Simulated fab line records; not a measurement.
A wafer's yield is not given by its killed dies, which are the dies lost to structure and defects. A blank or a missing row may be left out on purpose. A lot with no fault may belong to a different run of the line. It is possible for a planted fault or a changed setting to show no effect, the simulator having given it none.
fab line records	flow n5-finfet
record lots=8	wafers=22	last-day=17
route steps=1938 shown BEOL_M4@1111 BEOL_M10@1525 BEOL_M11@1554 PASSIVATION@1936
lots that met no fault: taken from a fault-free run of the same line
start-h: start of the lot's first displayed wafer, in hours after the record's first day	wait-h: hours from the lot's prior step to this one	" unchanged from the row above	L1.1+2: several wafers, shown together as one row	- no value, or no start given	* or withheld: withheld	< > ~ a bound
route shown NAME@n: names a module that has steps shown in the file, with the first one's number in the route	usual: average and standard deviation across the fault-free wafers	same: alike in all rows	chamber/n: place in a boat	sites: the reading at each site	_std_site: standard deviation across them	_edge_site: the outer-site mean with the inner-site mean subtracted	radius-mm: how far each site lies from the wafer's centre	mask NAME#n: copy n	behind: tool/chamber where the wafer was last shaped	hold: why the lot was held/for how many hours/how that ended	device: whichever transistor did not switch (one of n, p or np)	end of line: tests of these same wafers at the route's end	a step without rows: its recipe alone	killed: not the wafer's yield, but the dies lost to structure and defects at the first sort	map: a wafer's dies, marking killed ones x, the rest . and places with no die _
set.NAME: the setting that was run; set.NAME@STEP: the one run at that earlier step	model.NAME: the simulator's own value behind a step, which no gauge read
steps of the route over a sample of lots; a table a step, a row a wafer
services: from which hour (start-h, from the record's first day; less than 0 if before it) a tool's chamber was out of use, for how many hours, and why
## steps
# step N5_BEOL_M4_RC_MEAS_101
# usual DIBL_N=36.6/1.1	DIBL_P=36.8/1.6	IOFF_N=0.169/0.024	IOFF_P=0.206/0.028	ION_N=679/9.2	ION_P=462/7	SS_N=71.6/0.57	SS_P=73.3/0.57	VT_N=248.8/2.4	VT_P=-251/3
lot.wafer	tool	chamber	start-h	wait-h	DIBL_N[mV/V]	DIBL_P[mV/V]	IOFF_N[nA/um]	IOFF_P[nA/um]	ION_N[uA/um]	ION_P[uA/um]	SS_N[mV/dec]	SS_P[mV/dec]	VT_N[mV]	VT_P[mV]
L574.1	prober-02	0	193.26	0.0	36.5	36.2	0.161	0.177	674	462	70.6	73.1	248.3	-256
L574.4	"	0	"	"	36.5	36.3	0.161	0.175	688	460	71.0	73.1	249.3	-255
L574.6	"	0	"	"	34.9	33.7	0.131	0.148	659	453	70.3	72.7	254.6	-258
L576.2	prober-02	0	196.26	0.2	38.0	36.6	0.222	0.228	689	460	72.8	73.8	244.6	-247
L576.3	"	0	"	"	35.2	33.2	0.158	0.176	684	460	71.6	72.5	246.5	-251
L576.5	"	0	"	"	36.1	34.4	0.171	0.189	677	462	71.7	73.7	247.0	-251
L578.1	prober-02	0	229.51	0.0	36.5	39.0	0.202	0.228	691	468	72.6	74.4	246.6	-251
L578.4	"	0	"	"	36.4	39.1	0.185	0.222	682	463	72.5	73.7	250.5	-251
L578.6	"	0	"	"	37.8	39.4	0.219	0.236	681	461	72.2	74.2	246.0	-254
L581.1	prober-01	0	229.78	0.0	35.9	35.2	0.157	0.194	667	455	71.5	74.3	252.4	-250
L581.4	"	0	"	"	34.6	34.0	0.146	0.183	668	458	71.5	73.1	249.2	-252
L581.5	"	0	"	"	35.4	35.5	0.165	0.200	667	457	72.4	73.9	248.4	-252
L587.4	prober-01	0	270.94	0.5	36.2	35.4	0.149	0.191	677	461	70.7	73.2	248.8	-249
L587.5	"	0	"	"	37.5	37.1	0.177	0.219	695	466	71.7	73.8	251.3	-248
L587.6	"	0	"	"	35.9	34.9	0.145	0.186	674	461	71.4	73.6	251.4	-253
L591.2	prober-02	0	299.86	0.2	37.6	36.6	0.173	0.171	673	447	71.0	73.9	248.9	-255
L591.3	"	0	"	"	38.0	37.1	0.187	0.183	680	453	72.1	73.8	248.6	-259
L591.4	"	0	"	"	36.0	34.8	0.149	0.158	673	451	71.1	73.6	251.8	-258
L592.2	prober-01	0	304.94	0.2	36.6	36.3	0.168	0.195	676	460	71.5	73.1	247.7	-249
L592.4	"	0	"	"	38.3	37.9	0.202	0.221	680	467	71.9	73.3	247.3	-250
L593.2	prober-02	0	306.90	0.2	36.7	35.8	0.169	0.236	681	468	71.6	72.7	248.6	-248
L593.3	"	0	"	"	35.1	34.5	0.149	0.217	677	469	71.0	73.1	249.2	-249
# step N5_BEOL_M10_SURFACE_TREAT_76
# recipe gas=Ar	time-s=*	ion-energy-ev=*	ion-current-ma-cm2=0.5	pressure-mtorr=*	ar-flow-sccm=30
# usual throttle-valve-pct=*
lot.wafer	tool	chamber	start-h	wait-h	throttle-valve-pct
L574.1	pvd-sputter-03	-	259.56	0.2	*
L574.4	"	-	"	"	*
L574.6	"	-	"	"	*
L576.2	pvd-sputter-01	-	268.33	0.4	*
L576.3	"	-	"	"	*
L576.5	"	-	"	"	*
L578.1	pvd-sputter-02	-	283.92	0.4	*
L578.4	"	-	"	"	*
L578.6	"	-	"	"	*
L581.1	pvd-sputter-02	-	291.81	0.2	*
L581.4	"	-	"	"	*
L581.5	"	-	"	"	*
L587.4	pvd-sputter-02	-	336.05	1.3	*
L587.5	"	-	"	"	*
L587.6	"	-	"	"	*
L591.2	pvd-sputter-01	-	359.85	0.2	*
L591.3	"	-	"	"	*
L591.4	"	-	"	"	*
L592.2	pvd-sputter-03	-	360.19	0.2	*
L592.4	"	-	"	"	*
L593.2	pvd-sputter-03	-	360.33	0.2	*
L593.3	"	-	"	"	*
# step N5_BEOL_M10_CMP_52
# recipe stop-on=SiCOH_lowk	t-overpolish-s=7	down-force-psi=1	platen-rpm=50	clearing-platen-down-force-psi=1.5	clearing-platen-rpm=50	post-cmp-clean=cu-alkaline	target-thk-nm=140	clearing-platen-pad-velocity-m-s=0.99484	pad-velocity-m-s=0.99484
# usual barrier-field-endpoint-s=29.2/0.63	motor-current-A=5.8/0.6	overpolish-run-s=7.000/0.0099	time-to-endpoint-s=67.6/2.4
lot.wafer	tool	chamber	start-h	wait-h	barrier-field-endpoint-s	motor-current-A	overpolish-run-s	time-to-endpoint-s
L574.4	cmp-03	1	260.47	0.3	29.9	6.2	6.999	67.4
L574.1	"	2	"	"	28.9	5.8	7.004	68.3
L574.6	"	3	"	"	29.2	6.8	6.996	68.6
L576.2	cmp-04	3	269.63	0.2	28.9	6.0	7.016	70.1
L576.3	"	0	"	"	29.1	4.6	7.002	69.8
L576.5	"	2	"	"	29.6	5.4	6.999	69.1
L578.4	cmp-01	3	286.29	0.1	29.9	5.7	7.013	66.0
L578.1	"	0	"	"	28.6	5.7	6.991	66.3
L578.6	"	3	"	"	30.2	5.5	7.000	67.0
L581.1	cmp-01	0	293.08	0.3	29.0	5.3	6.998	63.2
L581.4	"	2	"	"	29.3	5.1	7.023	67.9
L581.5	"	0	"	"	29.5	5.7	6.993	67.3
L587.4	cmp-04	3	337.33	0.3	29.4	5.9	6.982	70.0
L587.5	"	0	"	"	29.7	4.6	7.002	69.2
L587.6	"	1	"	"	28.8	6.6	7.007	65.3
L591.3	cmp-03	2	361.02	0.2	28.6	6.0	6.997	64.7
L591.2	"	3	"	"	30.1	7.0	6.997	68.8
L591.4	"	1	"	"	28.8	6.4	7.001	63.4
L592.4	cmp-01	1	361.34	0.2	29.0	6.0	7.009	68.2
L592.2	"	2	"	"	29.7	4.9	6.999	70.7
L593.3	cmp-04	0	361.79	0.2	29.4	5.1	6.997	67.3
L593.2	"	2	"	"	28.7	5.4	6.987	71.1
# step N5_BEOL_M11_ETCH_62
# recipe chemistry=N2/H2	target=SOC	target-depth-a=1100	overetch-a=220	mask-material=SiARC	temp-c=40	time-s=165	ion-energy-ev=200	pressure-mtorr=30	source-w=840	bias-w=150	n2-flow-sccm=200	h2-flow-sccm=200
# usual drypump-motor-current-A=5.8/0.53	oes-product-au=0.68/0.067	rf-fwd-power-W=837.6/2.4	rf-vpp-V=523.1/2.2	showerhead-plenum-p-Torr=2.52/0.075	throttle-valve-pct=17.68/0.18
lot.wafer	tool	chamber	start-h	wait-h	drypump-motor-current-A	oes-product-au	rf-fwd-power-W	rf-hours-counter-h	rf-vpp-V	showerhead-plenum-p-Torr	throttle-valve-pct
L574.1	rie-diel-02	1	265.33	0.0	6.4	0.70	842.0	56	528.7	2.69	17.77
L574.4	"	3	"	"	4.7	0.68	835.6	86	520.7	2.47	17.55
L574.6	"	0	"	"	5.8	0.67	837.2	-	523.3	2.55	17.39
L576.2	rie-diel-05	1	274.87	0.0	6.0	0.63	838.6	179	523.6	2.52	17.47
L576.3	"	2	"	"	5.3	0.74	840.8	55	520.5	2.48	17.68
L576.5	"	3	"	"	5.8	0.63	837.3	-	525.8	2.65	17.54
L578.1	rie-diel-06	0	291.33	0.0	6.2	0.84	834.5	1	522.8	2.51	17.40
L578.4	"	3	"	"	5.8	0.66	838.7	138	520.6	2.44	17.99
L578.6	"	0	"	"	6.2	0.84	835.0	-	521.9	2.51	17.41
L581.1	rie-diel-06	0	295.81	0.0	6.2	0.82	838.1	3	523.3	2.51	17.41
L581.4	"	1	"	"	5.2	0.65	839.3	127	520.1	2.45	17.78
L581.5	"	1	"	"	5.2	0.66	841.2	-	521.0	2.45	17.80
L587.4	rie-diel-06	0	339.22	0.0	6.2	0.79	837.4	12	522.8	2.51	17.42
L587.5	"	1	"	"	5.3	0.64	837.3	-	522.7	2.44	17.80
L587.6	"	0	"	"	6.2	0.79	834.6	-	523.2	2.51	17.42
L592.2	rie-diel-06	3	364.30	0.0	5.9	0.52	835.9	164	522.1	2.43	18.02
L592.4	"	1	"	"	5.2	0.52	837.8	151	520.9	2.44	17.79
L591.2	rie-diel-02	2	364.61	0.0	6.1	0.64	837.0	126	524.8	2.55	17.92
L591.3	"	1	"	"	6.4	0.67	832.5	88	527.3	2.68	17.84
L591.4	"	3	"	"	4.7	0.65	839.0	120	521.2	2.45	17.61
L593.2	rie-diel-06	3	365.02	0.0	5.8	0.52	837.2	164	521.5	2.43	18.01
L593.3	"	0	"	"	6.2	0.78	838.4	20	521.8	2.50	17.45
# step N5_BEOL_M11_HM_OPEN_17
# recipe chemistry=Cl2/BCl3	target-depth-a=200	overetch-a=60	target=TiN	mask-material=SOC	ion-energy-ev=150	pressure-mtorr=10	icp-w=1000	bias-w=126	Cl2_flow_sccm=53.25	bcl3-flow-sccm=21.75	Ar_flow_sccm=25
# usual bcl3-flow-sccm=21.76/0.07	drypump-motor-current-A=5.7/0.4	oes-product-au=0.67/0.07	rf-fwd-power-W=993/4.4	throttle-valve-pct=22.10/0.15
lot.wafer	tool	chamber	start-h	wait-h	bcl3-flow-sccm	drypump-motor-current-A	oes-product-au	rf-fwd-power-W	rf-hours-counter-h	throttle-valve-pct
L574.1	rie-metal-02	0	265.52	0.0	21.76	6.0	0.73	994	23	22.00
L574.4	"	0	"	"	21.68	6.0	0.72	992	-	22.00
L574.6	"	0	"	"	21.63	6.0	0.72	993	-	22.00
L576.2	rie-metal-02	1	275.06	0.0	21.81	5.5	0.57	990	87	22.08
L576.3	"	1	"	"	21.78	5.5	0.57	993	-	22.09
L576.5	"	1	"	"	21.74	5.5	0.57	993	-	22.10
L578.1	rie-metal-02	0	291.52	0.0	21.79	6.0	0.73	996	26	21.99
L578.4	"	1	"	"	21.78	5.5	0.57	999	-	22.10
L578.6	"	1	"	"	21.81	5.5	0.57	993	-	22.10
L581.1	rie-metal-01	1	296.00	0.0	21.86	6.2	0.78	994	5	21.90
L581.4	"	0	"	"	21.81	5.6	0.74	994	-	22.12
L581.5	"	1	"	"	21.87	6.2	0.78	995	-	21.91
L587.4	rie-metal-01	1	339.43	0.1	21.80	6.2	0.76	995	-	21.89
L587.5	"	0	"	"	21.70	5.6	0.71	997	-	22.13
L587.6	"	1	"	"	21.73	6.2	0.75	995	-	21.91
L592.2	rie-metal-03	0	364.49	0.0	21.89	5.0	0.29	1000	54	23.05
L592.4	"	0	"	"	21.84	5.0	0.28	999	-	23.05
L591.2	rie-metal-01	1	364.80	0.0	21.74	6.2	0.75	1001	11	21.90
L591.3	"	0	"	"	21.79	5.5	0.71	995	-	22.14
L591.4	"	1	"	"	21.72	6.2	0.75	992	-	21.93
L593.2	rie-metal-01	1	365.20	0.0	21.82	6.2	0.32	998	11	22.55
L593.3	"	1	"	"	21.63	6.2	0.76	996	-	21.89
# step N5_BEOL_M11_STRIP_19
# recipe chemistry=O2	power-w=400	temp-c=40	pressure-mtorr=30	rf-frequency-hz=6e+07	bias-power-w=0	overash-fraction=0.2	o2-flow-sccm=225
# usual drypump-motor-current-A=5.7/0.53	oes-product-au=0.79/0.084	rf-vpp-V=3.7/0.5	showerhead-plenum-p-Torr=2.09/0.066	throttle-valve-pct=16.56/0.18
lot.wafer	tool	chamber	start-h	wait-h	drypump-motor-current-A	oes-product-au	rf-hours-counter-h	rf-vpp-V	showerhead-plenum-p-Torr	throttle-valve-pct
L574.1	rie-diel-02	3	265.63	0.1	4.7	0.81	86	3.1	2.02	16.37
L574.4	"	2	"	"	6.1	0.80	91	3.8	2.12	16.76
L574.6	"	0	"	"	5.8	0.79	-	3.1	2.12	16.38
L576.2	rie-diel-02	2	275.28	0.2	6.1	0.80	94	3.8	2.12	16.76
L576.3	"	1	"	"	6.4	0.85	59	2.7	2.23	16.60
L576.5	"	1	"	"	6.4	0.85	-	3.2	2.23	16.61
L578.1	rie-diel-06	3	291.64	0.1	5.8	0.77	139	4.2	2.02	16.89
L578.4	"	1	"	"	5.2	0.77	126	3.8	2.03	16.70
L578.6	"	2	"	"	6.6	0.97	-	3.9	2.06	16.52
L581.1	rie-diel-02	1	296.11	0.1	6.4	0.84	66	4.1	2.23	16.62
L581.4	"	3	"	"	4.7	0.81	96	3.8	2.02	16.40
L581.5	"	3	"	"	4.7	0.79	-	4.2	2.02	16.39
L587.4	rie-diel-06	3	339.52	0.1	5.8	0.75	156	3.4	2.02	16.92
L587.5	"	1	"	"	5.2	0.76	-	3.8	2.02	16.71
L587.6	"	0	"	"	6.2	0.95	-	3.9	2.06	16.15
L592.2	rie-diel-05	1	364.69	0.2	6.0	0.71	204	3.0	2.08	16.55
L592.4	"	2	"	"	5.3	0.83	81	3.4	2.03	16.50
L591.2	rie-diel-05	1	364.97	0.1	6.0	0.71	204	3.1	2.08	16.54
L591.3	"	2	"	"	5.3	0.85	81	3.4	2.03	16.51
L591.4	"	0	"	"	5.0	0.72	208	3.9	2.16	16.61
L593.2	rie-diel-05	1	365.34	0.1	6.0	0.71	204	3.9	2.08	16.55
L593.3	"	2	"	"	5.3	0.83	81	4.1	2.03	16.49
# step N5_BEOL_M11_CD_MEAS_18
# recipe pitch-nm=140	target-cd-nm=70
# usual cd-nm=70.0/0.52
lot.wafer	tool	chamber	start-h	wait-h	cd-nm
L574.1	cd-sem-03	-	265.70	0.0	70.6
L574.4	"	-	"	"	69.8
L574.6	"	-	"	"	70.3
L576.2	cd-sem-01	-	275.35	0.1	69.6
L576.3	"	-	"	"	69.6
L576.5	"	-	"	"	69.5
L578.1	cd-sem-02	-	291.71	0.0	70.3
L578.4	"	-	"	"	70.0
L578.6	"	-	"	"	70.1
L581.1	cd-sem-02	-	296.18	0.0	69.1
L581.4	"	-	"	"	68.9
L581.5	"	-	"	"	69.0
L587.4	cd-sem-02	-	339.59	0.1	70.7
L587.5	"	-	"	"	70.6
L587.6	"	-	"	"	71.1
L592.2	cd-sem-02	-	364.76	0.1	-
L592.4	"	-	"	"	-
L591.2	cd-sem-01	-	365.05	0.1	69.4
L591.3	"	-	"	"	70.3
L591.4	"	-	"	"	70.0
L593.2	cd-sem-02	-	365.41	0.1	-
L593.3	"	-	"	"	70.3
# step N5_BEOL_M11_OCD_MEAS_38
# usual trench-depth-nm=148.2/2.3
lot.wafer	tool	chamber	start-h	wait-h	trench-depth-nm
L574.1	ocd-02	-	267.97	-	148.5
L574.4	"	-	"	"	148.1
L574.6	"	-	"	"	147.4
L576.2	ocd-01	-	279.12	-	147.0
L576.3	"	-	"	"	146.7
L576.5	"	-	"	"	147.9
L578.1	ocd-01	-	294.29	-	148.4
L578.4	"	-	"	"	146.9
L578.6	"	-	"	"	146.3
L581.1	ocd-01	-	298.98	-	148.5
L581.4	"	-	"	"	147.7
L581.5	"	-	"	"	146.9
L587.4	ocd-02	-	341.07	-	144.6
L587.5	"	-	"	"	144.8
L587.6	"	-	"	"	144.2
L592.2	ocd-02	-	365.78	-	-
L592.4	"	-	"	"	-
L591.2	ocd-02	-	367.01	-	146.1
L591.3	"	-	"	"	149.8
L591.4	"	-	"	"	150.7
L593.2	ocd-01	-	367.56	-	-
L593.3	"	-	"	"	147.7
# step N5_PASSIVATION_PROBE_49
# usual defect-limited-yield=91.1/1.5	killed_at_M0_to_M3=36/11	killed_at_M4_up=14/5.6	killed-at-contacts=11/5.6	killed-at-front-end=40/12	killed-at-other=4/3.2	killed-dies=105/17	killed-on-rim=14/3.4	killed-open=69/12	killed-short=34/8.4	sort_bin_5_function=5.2/0.95	sort_bin_6_memory=3.3/0.63	sort-n-pass=1075/17	sort-yield-pct=91.1/1.5
# same gross-dies=1180	killed-at-back-side=0	sort_bin_4_leakage[%]=0	sort_bin_8_speed[%]=0
lot.wafer	tool	chamber	start-h	wait-h	defect-limited-yield[%]	killed_at_M0_to_M3	killed_at_M4_up	killed-at-contacts	killed-at-front-end	killed-at-other	killed-dies	killed-on-rim	killed-open	killed-short	sort_bin_5_function[%]	sort_bin_6_memory[%]	sort-n-pass	sort-yield-pct[%]
L592.2	prober-01	-	412.54	0.1	0	51	1088	8	31	2	1180	152	69	42	96.4	3.5	0	0
L592.4	prober-01	-	412.64	0.2	0	42	1101	13	22	2	1180	152	59	28	96.9	2.5	0	0
L593.2	prober-02	-	413.16	0.1	0	39	1076	14	45	6	1180	152	77	28	95.3	4.5	0	0
L593.3	prober-02	-	413.21	0.1	91.8	26	12	16	32	11	97	11	58	36	5.1	2.9	1083	91.8
# killed by level:class
L592.2 BEOL_M11:area-etch=1068 STI_FIN_REVEAL:geometric-particle:open=12 BEOL_M0_SAQP:geometric-particle:short=12 BEOL_M0_SAQP:geometric-particle:open=12 BEOL_M4:geometric-particle:short=8 FIN_SAQP:geometric-particle:open=7 MOL_CONTACT_COAG:geometric-particle:open=6 BEOL_M1:geometric-particle:open=6
L592.4 BEOL_M11:area-etch=1093 MOL_CONTACT_COAG:geometric-particle:open=13 BEOL_M0_SAQP:geometric-particle:open=13 FIN_SAQP:geometric-particle:open=8 BEOL_M0_SAQP:geometric-particle:short=7 FIN_SAQP:geometric-particle:short=5 BEOL_M3:geometric-particle:open=5 BEOL_M3:geometric-particle:short=5
L593.2 BEOL_M11:area-etch=1071 STI_FIN_REVEAL:geometric-particle:open=13 MOL_CONTACT_COAG:geometric-particle:open=12 BEOL_M1:geometric-particle:open=11 BEOL_M0_SAQP:geometric-particle:short=9 DUMMY_GATE:geometric-particle:open=7 BEOL_M0_SAQP:geometric-particle:open=7 GATE_CUT:geometric-particle:open=5
L593.3 MOL_CONTACT_COAG:geometric-particle:open=11 FIN_SAQP:geometric-particle:open=7 GATE_CUT:geometric-particle:short=6 BEOL_M0_SAQP:geometric-particle:open=6 BEOL_M0_SAQP:geometric-particle:short=5 BEOL_M2:geometric-particle:open=5 BEOL_M4:geometric-particle:open=5 MIM_TOP:geometric-particle:short=5
## services
tool	chamber	start-h	hours	kind
cmp-01	-	240.51	0.3	repair
cmp-03	-	246.69	4.0	pm
cmp-04	-	264.04	5.4	repair
cmp-01	-	265.45	0.5	repair
rie-diel-05	1	268.62	5.2	repair
rie-diel-06	0	269.92	-	clean
rie-diel-06	0	269.92	-	consumable-replace:focus-ring
rie-metal-03	-	270.81	0.8	repair
rie-metal-01	-	272.06	14.6	pm
cmp-03	-	273.77	4.5	pm
cmp-03	-	292.87	4.8	pm
pvd-sputter-02	-	295.39	5.2	repair
rie-diel-05	0	295.90	7.5	repair
rie-metal-03	-	304.74	1.1	repair
rie-diel-02	-	306.21	0.9	repair
rie-diel-05	-	311.94	4.3	pm
rie-diel-06	0	313.92	13.7	repair
rie-metal-02	-	314.59	0.5	repair
cmp-04	-	316.71	4.0	pm
rie-diel-05	-	332.69	0.7	repair
rie-metal-02	-	332.92	2.8	pm
cmp-03	-	333.31	1.5	repair
cmp-03	-	341.65	1.3	repair
cmp-03	-	356.61	1.8	repair
## key
first-sign step=N5_BEOL_M11_ETCH_62	reading=oes-product-au	direction=down	sigmas=2.5	usual=0.68	struck=0.52
effect step=N5_BEOL_M11_HM_OPEN_17	reading=oes-product-au	direction=down	sigmas=5.4	usual=0.67	struck=0.30
effect step=N5_BEOL_M11_CD_MEAS_18	reading=cd-nm	direction=missing
effect step=N5_BEOL_M11_OCD_MEAS_38	reading=trench-depth-nm	direction=missing
effect step=N5_PASSIVATION_PROBE_49	reading=killed_at_M4_up	direction=up	sigmas=99+	usual=14	struck=1088
more-kills-born-at N5_BEOL_M11_ETCH_62@rie-diel-06=3232
met-at N5_BEOL_M11_ETCH_62
struck-lots L592,L593
struck-wafers L592.2,L592.4,L593.2
later-rows-left-out L592.2,L592.4,L593.2
not-acting-at N5_BEOL_M10_SURFACE_TREAT_76,N5_BEOL_M10_CMP_52,N5_BEOL_M11_STRIP_19
onset-between 339.22 364.30
fault kind=process-parameter-drift	tool=rie-diel-06	chamber=-	onset-h=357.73	steps=N5_BEOL_M11_ETCH_62	channel=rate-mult	offset=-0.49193	shape=step	end-h=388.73	scope=struck-wafers-only
# later-rows-left-out: the simulator's readings of these wafers behind a module that went badly wrong aren't trusted and aren't shown, but for the sort
